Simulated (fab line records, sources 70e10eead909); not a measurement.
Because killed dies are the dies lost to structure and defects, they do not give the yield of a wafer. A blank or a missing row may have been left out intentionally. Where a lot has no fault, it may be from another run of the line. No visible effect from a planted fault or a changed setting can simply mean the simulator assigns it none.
Chamber matching -- flow nand-harc -- rie-diel-08 running NHARC_P_M1_DESCUM_14: 4 sister chambers
The step chemistry O2, time 3 s. 20 wafers are shown with their chamber, then 10 later ones without.

WAFERS PAIRED WITH THEIR CHAMBERS
wafer,chamber,showerhead-plenum-p-Torr (Torr),drypump-motor-current-A (A),rf-vpp-V (V)
L077.2,2,1.78,5.5,56.2
L077.3,1,1.82,4.9,56.8
L077.4,3,1.97,6.0,57.6
L080.1,1,1.81,4.9,58.8
L080.2,3,1.97,6.0,59.5
L080.5,1,1.81,4.9,56.9
L081.1,2,1.78,5.5,56.6
L081.4,1,1.81,4.9,56.1
L081.5,0,1.99,5.1,58.5
L085.1,3,1.97,6.0,57.0
L085.2,1,1.81,4.9,57.1
L085.4,0,1.98,5.1,58.2
L084.2,0,1.98,5.2,59.1
L084.3,1,1.81,4.9,56.5
L084.4,2,1.78,5.5,56.5
L088.2,0,1.98,5.2,57.7
L088.3,2,1.78,5.5,56.5
L088.6,3,1.97,6.0,57.5
L090.2,1,1.81,4.9,57.3
L090.3,0,1.98,5.1,58.5

SIGNATURES, as means of the wafers listed above
reading,chamber 0,chamber 1,chamber 2,chamber 3,scatter within a chamber
showerhead-plenum-p-Torr,1.9820,1.8114,1.7800,1.9700,0.00322
drypump-motor-current-A,5.140,4.900,5.500,6.000,0.0274
rf-vpp-V,58.400,57.071,56.450,57.900,0.757
Rule: a wafer lies at a distance from a chamber equal to the root of the sum of squares, over the readings, of (its reading less the chamber's mean, divided by the reading's scatter). If the next closest chamber is less than 2 further off than the closest, the wafer can't be placed; otherwise it belongs to the closest. How the scatter is found: for the shown wafers, subtract from each reading the mean of its chamber, square and add these, divide the total by (wafers less chambers), then take the root.

WAFERS WHOSE CHAMBER IS MISSING
wafer,showerhead-plenum-p-Torr (Torr),drypump-motor-current-A (A),rf-vpp-V (V)
L090.5,1.97,6.0,57.1
L092.1,1.81,4.9,58.9
L092.3,1.78,5.5,56.7
L092.4,1.97,6.0,56.4
L096.1,1.81,4.9,56.6
L096.2,1.98,5.1,59.1
L096.3,1.78,5.5,56.6
L096.4,1.97,6.0,59.0
L096.5,1.81,4.9,57.5
L096.6,1.78,5.5,59.1

THE CHAMBER EACH PASSED THROUGH
wafer,from the rows above,in truth
L090.5,3,3
L092.1,1,1
L092.3,2,2
L092.4,3,3
L096.1,1,1
L096.2,0,0
L096.3,2,2
L096.4,3,3
L096.5,1,1
L096.6,2,2
10 of 10 placed correctly. Left unplaced by these rows: 0. Wrongly placed: 0.
